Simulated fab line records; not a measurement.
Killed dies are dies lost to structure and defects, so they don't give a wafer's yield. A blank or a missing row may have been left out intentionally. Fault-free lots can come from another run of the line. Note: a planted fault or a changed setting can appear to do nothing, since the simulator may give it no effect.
fab line records	flow nand-harc
record: lots: 6	wafers: 18	last-day: 34
route steps=1302 shown P_M1@311 P_M2@318 END@1302
lots with no fault: from the same line, run without faults
start-h: hours from the record's opening day to when the first of the lot's shown wafers began	wait-h: hours from the lot's prior step to this one	" repeats the value in the row above	L1.1+2: a single row standing in for several wafers	- no value, or no start was given	* or withheld: withheld	< > ~ a bound
route shown NAME@n: NAME is a module with steps in the file, n the number in the route of the first one	usual: mean/standard deviation taken from wafers without a fault	same: alike in all rows	chamber/n: place in a boat	sites: each site's reading	_std_site: how widely they spread, as a standard deviation	_edge_site: inner sites' mean taken away from outer sites' mean	radius-mm: for every site, how far away it sits from the centre of the wafer	mask NAME#n: copy n	behind: the most recent tool/chamber to have shaped the wafer	hold: why the lot was held/for how many hours/how that ended	device: the transistor (n, p or np) that didn't switch	end of line: tests run on the same wafers once the route is complete	a step without rows: its recipe alone	killed: count of dies lost to structure and defects at first sort (not the wafer's yield)	map: a wafer's dies, x killed, . not, _ none there
set.NAME: the setting the step ran with; set.NAME@STEP: the setting that earlier step ran with	model.NAME: the simulator's own value behind a step, which no gauge read
lots seen at some steps along the route; tables by step, rows by wafer
services: from which hour (start-h, from the record's first day; less than 0 if before it) a tool's chamber was out of use, for how many hours, and why
== steps ==
step: NHARC_P_M1_CMP_23
recipe: t-overpolish-s: 20	target-thk-nm: 157.82
usual: motor-current-A: 11.4/1.2	time-to-endpoint-s: 28.8/2.5
lot.wafer	tool	chamber	start-h	wait-h	motor-current-A	time-to-endpoint-s
L294.1	cmp-04	0	189.45	-	9.7	25.2
L294.2	"	1	"	"	11.5	25.2
L294.5	"	2	"	"	10.0	22.0
L298.1	cmp-01	1	234.81	-	12.7	29.5
L298.6	"	2	"	"	11.1	31.3
L298.5	"	3	"	"	11.8	29.6
L300.4	cmp-01	3	251.01	-	12.1	30.8
L300.2	"	0	"	"	10.6	29.4
L300.3	"	2	"	"	11.3	33.3
L306.4	cmp-01	1	311.80	-	12.7	28.1
L306.5	"	2	"	"	11.3	28.8
L306.6	"	3	"	"	11.8	25.8
L307.3	cmp-04	0	320.59	-	9.5	29.8
L307.2	"	2	"	"	10.3	28.4
L307.5	"	0	"	"	9.7	31.4
L311.1	cmp-02	3	356.76	-	12.8	29.0
L311.3	"	0	"	"	13.5	31.5
L311.2	"	1	"	"	10.6	29.5
step: NHARC_P_M1_THK_MEAS_24
recipe: thk-meas-gauge: xrf
usual: thk-nm: 157.8/1.4
lot.wafer	tool	chamber	start-h	wait-h	thk-nm
L294.1	film-metro-02	-	189.71	-	158.1
L294.2	"	-	"	"	157.3
L294.5	"	-	"	"	157.5
L298.1	film-metro-01	-	235.04	-	159.8
L298.5	"	-	"	"	155.8
L298.6	"	-	"	"	156.8
L300.2	film-metro-01	-	251.32	-	158.1
L300.3	"	-	"	"	158.2
L300.4	"	-	"	"	158.8
L306.4	film-metro-01	-	312.03	-	158.8
L306.5	"	-	"	"	157.9
L306.6	"	-	"	"	157.5
L307.2	film-metro-02	-	320.91	-	154.1
L307.3	"	-	"	"	154.8
L307.5	"	-	"	"	156.9
L311.1	film-metro-01	-	357.08	-	158.6
L311.2	"	-	"	"	157.1
L311.3	"	-	"	"	159.5
step: NHARC_P_M1_SRD_25
step: NHARC_P_M1_INSPECT_27
usual: raw-defect-count: 352/150
lot.wafer	tool	chamber	start-h	wait-h	raw-defect-count
L294.1	defect-inspect-02	-	189.87	0.0	401
L294.2	"	-	"	"	595
L294.5	"	-	"	"	510
L298.1	defect-inspect-02	-	235.20	0.0	256
L298.5	"	-	"	"	269
L298.6	"	-	"	"	316
L300.2	defect-inspect-01	-	251.48	0.0	342
L300.3	"	-	"	"	275
L300.4	"	-	"	"	194
L306.4	defect-inspect-02	-	312.19	0.0	623
L306.5	"	-	"	"	369
L306.6	"	-	"	"	399
L307.2	defect-inspect-02	-	321.06	0.0	311
L307.3	"	-	"	"	1151
L307.5	"	-	"	"	382
L311.1	defect-inspect-02	-	357.24	0.0	189
L311.2	"	-	"	"	161
L311.3	"	-	"	"	165
step: NHARC_P_M1_PRE_CLEAN_32
recipe: time-s: 12	temp-c: 370	rf-power-w: 300	gas: NH3
usual: heater-power-w: 619/110
lot.wafer	tool	chamber	start-h	wait-h	heater-power-w
L294.2	pecvd-04	1	189.93	0.1	857
L294.1	"	0	"	"	562
L294.5	"	0	"	"	557
L298.1	pecvd-04	2	235.28	0.1	590
L298.6	"	2	"	"	606
L298.5	"	0	"	"	562
L300.3	pecvd-04	2	251.55	0.1	577
L300.2	"	0	"	"	557
L300.4	"	0	"	"	545
L306.4	pecvd-04	2	312.32	0.1	544
L306.5	"	0	"	"	500
L306.6	"	1	"	"	850
L307.3	pecvd-04	0	321.15	0.1	523
L307.2	"	2	"	"	547
L307.5	"	1	"	"	838
L311.2	pecvd-03	2	357.31	0.1	585
L311.1	"	0	"	"	586
L311.3	"	1	"	"	568
step: NHARC_P_M1_DEP_33
recipe: target-thk-a: 300	temp-c: 370	target-thk-nm: 30	pressure-torr: 3	flow-sccm: 200	rf-w: 450	material: SiCN
usual: chamber-pressure-Torr: 3.000/0.0063	heater-power-w: 566/110
lot.wafer	tool	chamber	start-h	wait-h	chamber-pressure-Torr	heater-power-w
L294.2	pecvd-04	1	190.01	0.1	3.011	754
L294.1	"	0	"	"	2.995	439
L294.5	"	0	"	"	3.002	441
L298.1	pecvd-04	2	235.39	0.1	3.014	548
L298.6	"	2	"	"	2.985	550
L298.5	"	0	"	"	3.002	491
L300.3	pecvd-04	2	251.62	0.1	2.991	499
L300.2	"	0	"	"	2.997	522
L300.4	"	0	"	"	3.002	530
L306.4	pecvd-04	2	312.49	0.2	2.992	462
L306.5	"	0	"	"	3.006	499
L306.6	"	1	"	"	3.000	779
L307.3	pecvd-04	0	321.23	0.1	3.003	462
L307.2	"	2	"	"	3.001	456
L307.5	"	1	"	"	3.003	783
L311.2	pecvd-03	2	357.39	0.1	2.998	527
L311.1	"	0	"	"	2.990	590
L311.3	"	1	"	"	2.995	600
step: NHARC_P_M2_DEP_00
recipe: target-thk-a: 1825	target-thk-nm: 182.5	temp-c: withheld	pressure-torr: 5	flow-sccm: 200	rf-w: 600	material: SiOC
step: NHARC_P_M2_DEHYDRATE_01
recipe: temp-c: 150	time-s: 120
step: NHARC_P_M2_HMDS_02
recipe: time-s: 30
step: NHARC_P_M2_COAT_34
recipe: temp-c: 200	time-s: 65
step: NHARC_P_M2_COAT_03
recipe: spin-rpm: 1500	resist-thk-nm: 90
step: NHARC_P_M2_SOFTBAKE_04
recipe: temp-c: 105	time-s: 55
usual: heater-power-total-W: 188.45/0.13	plate-temp-C: 105.00/0.14
lot.wafer	tool	chamber	start-h	wait-h	heater-power-total-W	plate-temp-C
L294.1	litho-track-04	0	190	-	188.37	104.83
L294.2	"	0	"	"	188.39	104.98
L294.5	"	0	"	"	188.36	104.98
L298.1	litho-track-04	0	236	-	188.75	105.23
L298.5	"	0	"	"	188.51	105.12
L298.6	"	0	"	"	188.66	105.18
L300.2	litho-track-06	0	252	-	188.42	104.83
L300.3	"	0	"	"	188.40	105.08
L300.4	"	0	"	"	188.31	105.03
L306.4	litho-track-06	0	313	-	191.16	106.15
L306.5	"	0	"	"	190.94	106.29
L306.6	"	0	"	"	191.12	106.34
L307.2	litho-track-06	0	322	-	190.85	105.93
L307.3	"	0	"	"	190.84	106.33
L307.5	"	0	"	"	190.88	106.06
L311.1	litho-track-01	0	358	-	188.30	104.94
L311.2	"	0	"	"	188.38	104.91
L311.3	"	0	"	"	188.35	105.08
step: NHARC_P_M2_EBR_05
step: NHARC_END_SORT_01
recipe: temp-c: 25
usual: defect-limited-yield: 91.2/2.8	killed-at-array: 56/19	killed-at-other: 0.8/1.1	killed-at-periphery: 3.4/2.5	killed-dies: 60/19	killed-open: 2.9/1.7	killed-short: 2.4/1.6
same: gross-dies: 677
lot.wafer	tool	chamber	start-h	wait-h	defect-limited-yield[%]	killed-at-array	killed-at-other	killed-at-periphery	killed-dies	killed-open	killed-short
L294.1	prober-01	0	639.41	2.5	92.0	43	3	8	54	2	2
L294.2	prober-01	0	640.20	2.8	93.4	39	2	4	45	2	2
L294.5	prober-01	0	642.57	3.7	91.7	49	0	7	56	3	3
L298.1	prober-01	0	659.13	2.6	90.7	55	0	8	63	4	1
L298.5	prober-01	0	662.33	3.7	91.4	55	1	2	58	3	5
L298.6	prober-01	0	663.13	4.0	91.4	55	0	3	58	2	0
L300.2	prober-02	0	682.09	2.8	91.1	54	2	4	60	1	3
L300.3	prober-02	0	682.88	3.1	91.7	51	2	3	56	4	4
L300.4	prober-02	0	683.66	3.4	90.7	62	0	1	63	3	4
L307.2	prober-01	0	743.84	2.8	94.2	35	2	2	39	1	2
L307.3	prober-01	0	744.64	3.1	91.7	50	1	5	56	4	4
L307.5	prober-01	0	746.23	3.7	93.6	42	0	1	43	0	2
killed by level:class
L294.1 A_CHANNEL_HOLE_D2:chamber-film-flake=28 P_CONTACT:chamber-film-flake=5 A_CHANNEL_HOLE_D1:chamber-film-flake=5 A_CONTACT:chamber-film-flake=5 THIN_TSV:chamber-film-flake=3 P_GATE:geometric-particle:short=1 A_ONON_D1:geometric-particle:open=1 A_CHANNEL_HOLE_D1:geometric-particle:short=1
L294.2 A_CHANNEL_HOLE_D2:chamber-film-flake=23 A_CHANNEL_HOLE_D1:chamber-film-flake=5 A_CONTACT:chamber-film-flake=4 P_CONTACT:chamber-film-flake=3 THIN_TSV:chamber-film-flake=2 P_CONTACT:geometric-particle:open=1 A_ONON_D1:geometric-particle:open=1 A_DECK1_JOINT:geometric-particle:short=1
L294.5 A_CHANNEL_HOLE_D2:chamber-film-flake=23 A_CHANNEL_HOLE_D1:chamber-film-flake=7 A_WL_FILL:chamber-film-flake=5 A_CONTACT:chamber-film-flake=4 P_CONTACT:chamber-film-flake=3 P_BONDPAD:chamber-film-flake=2 A_STAIRCASE:chamber-film-flake=2 A_SLIT:chamber-film-flake=2
L298.1 A_SLIT:chamber-film-flake=24 A_CHANNEL_HOLE_D2:chamber-film-flake=12 A_CHANNEL_HOLE_D1:chamber-film-flake=5 P_STI:chamber-film-flake=4 A_CONTACT:chamber-film-flake=4 A_STAIRCASE:chamber-film-flake=3 P_ZERO_WELL:chamber-film-flake=2 P_M1:geometric-particle:open=1
L298.5 A_SLIT:chamber-film-flake=32 A_CHANNEL_HOLE_D2:chamber-film-flake=9 A_CHANNEL_HOLE_D1:chamber-film-flake=2 A_STAIRCASE:chamber-film-flake=2 A_SOURCE_PLATE:geometric-particle:open=1 A_ONON_D1:geometric-particle:open=1 A_CHANNEL_HOLE_D1:geometric-particle:open=1 A_CHANNEL_HOLE_D1:geometric-particle:short=1
L298.6 A_SLIT:chamber-film-flake=31 A_CHANNEL_HOLE_D1:chamber-film-flake=8 A_CHANNEL_HOLE_D2:chamber-film-flake=7 A_STAIRCASE:chamber-film-flake=5 A_CONTACT:chamber-film-flake=3 P_GATE:geometric-particle:open=1 A_CHANNEL_HOLE_D2:geometric-particle:open=1 P_ZERO_WELL:chamber-film-flake=1
L300.2 A_CHANNEL_HOLE_D1:chamber-film-flake=25 A_CHANNEL_HOLE_D2:chamber-film-flake=19 A_SLIT:chamber-film-flake=3 P_CONTACT:geometric-particle:short=2 A_CHANNEL_FILL_D2:chamber-film-flake=2 THIN_TSV:chamber-film-flake=2 A_ONON_D1:geometric-particle:open=1 A_DECK1_JOINT:geometric-particle:short=1
L300.3 A_CHANNEL_HOLE_D1:chamber-film-flake=26 A_CHANNEL_HOLE_D2:chamber-film-flake=8 A_CONTACT:chamber-film-flake=4 A_CHANNEL_FILL_D2:geometric-particle:open=3 A_WL_FILL:chamber-film-flake=2 A_DECK1_JOINT:chamber-film-flake=2 A_STAIRCASE:chamber-film-flake=2 THIN_TSV:chamber-film-flake=2
L300.4 A_CHANNEL_HOLE_D1:chamber-film-flake=26 A_CHANNEL_HOLE_D2:chamber-film-flake=14 A_CONTACT:chamber-film-flake=5 A_SLIT:chamber-film-flake=4 A_WL_FILL:chamber-film-flake=4 A_ONON_D1:geometric-particle:open=2 A_ONON_D1:geometric-particle:short=2 A_CHANNEL_FILL_D2:geometric-particle:open=1
L307.2 A_CHANNEL_HOLE_D1:chamber-film-flake=20 A_SLIT:chamber-film-flake=9 P_M1:chamber-film-flake=2 THIN_TSV:chamber-film-flake=2 A_CHANNEL_FILL_D1:geometric-particle:open=1 A_CHANNEL_FILL_D1:geometric-particle:short=1 A_CONTACT:geometric-particle:short=1 A_CHANNEL_HOLE_D2:chamber-film-flake=1
L307.3 A_CHANNEL_HOLE_D1:chamber-film-flake=30 A_SLIT:chamber-film-flake=10 A_ONON_D1:geometric-particle:short=2 P_M1:chamber-film-flake=2 A_STAIRCASE:chamber-film-flake=2 P_CONTACT:geometric-particle:short=1 P_CONTACT:geometric-particle:open=1 P_M1:geometric-particle:open=1
L307.5 A_CHANNEL_HOLE_D1:chamber-film-flake=32 A_SLIT:chamber-film-flake=4 A_STAIRCASE:chamber-film-flake=2 A_ONON_D1:geometric-particle:short=1 A_M0:geometric-particle:short=1 P_M1:chamber-film-flake=1 A_ZERO_WELL:chamber-film-flake=1 A_CONTACT:chamber-film-flake=1
== services ==
tool	chamber	start-h	hours	kind
cmp-04	-	173.30	0.6	repair
litho-track-06	-	179.00	7.0	pm
pecvd-03	-	185.00	13.0	pm
cmp-01	-	185.50	4.0	pm
cmp-01	-	198.83	3.5	repair
litho-track-04	-	203.00	7.0	pm
cmp-04	-	212.37	4.0	pm
cmp-02	-	225.57	1.0	repair
cmp-02	-	232.55	4.0	pm
cmp-02	-	265.19	3.0	repair
pecvd-04	-	269.21	13.0	pm
pecvd-04	0	269.21	13.0	vent-cycle
cmp-01	-	283.50	4.0	pm
pecvd-03	-	286.43	1.0	repair
pecvd-03	2	297.66	1.8	repair
cmp-04	-	310.37	4.0	pm
cmp-04	-	315.08	0.7	repair
cmp-01	-	328.65	0.2	repair
litho-track-01	-	330.00	7.0	pm
cmp-02	-	330.55	4.0	pm
pecvd-04	1	335.67	6.0	repair
pecvd-04	0	349.79	13.8	repair
pecvd-04	-	351.35	3.0	repair
litho-track-06	-	354.00	7.0	pm
== key ==
first-sign: step: NHARC_P_M2_SOFTBAKE_04	reading: heater-power-total-W	direction: up	sigmas: 20	usual: *	struck: *
effect: step: NHARC_P_M2_SOFTBAKE_04	reading: plate-temp-C	direction: up	sigmas: 8.7	usual: *	struck: *
met-at NHARC_P_M2_SOFTBAKE_04
struck-wafers L306.4,L306.5,L306.6,L307.2,L307.3,L307.5
onset-between 252 313
fault: kind: process-parameter-drift	tool: litho-track-06	chamber: -	onset-h: 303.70	steps: NHARC_P_M2_SOFTBAKE_04	channel: temp-c	offset: *	shape: step	end-h: 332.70	acts-in: *	stated: *
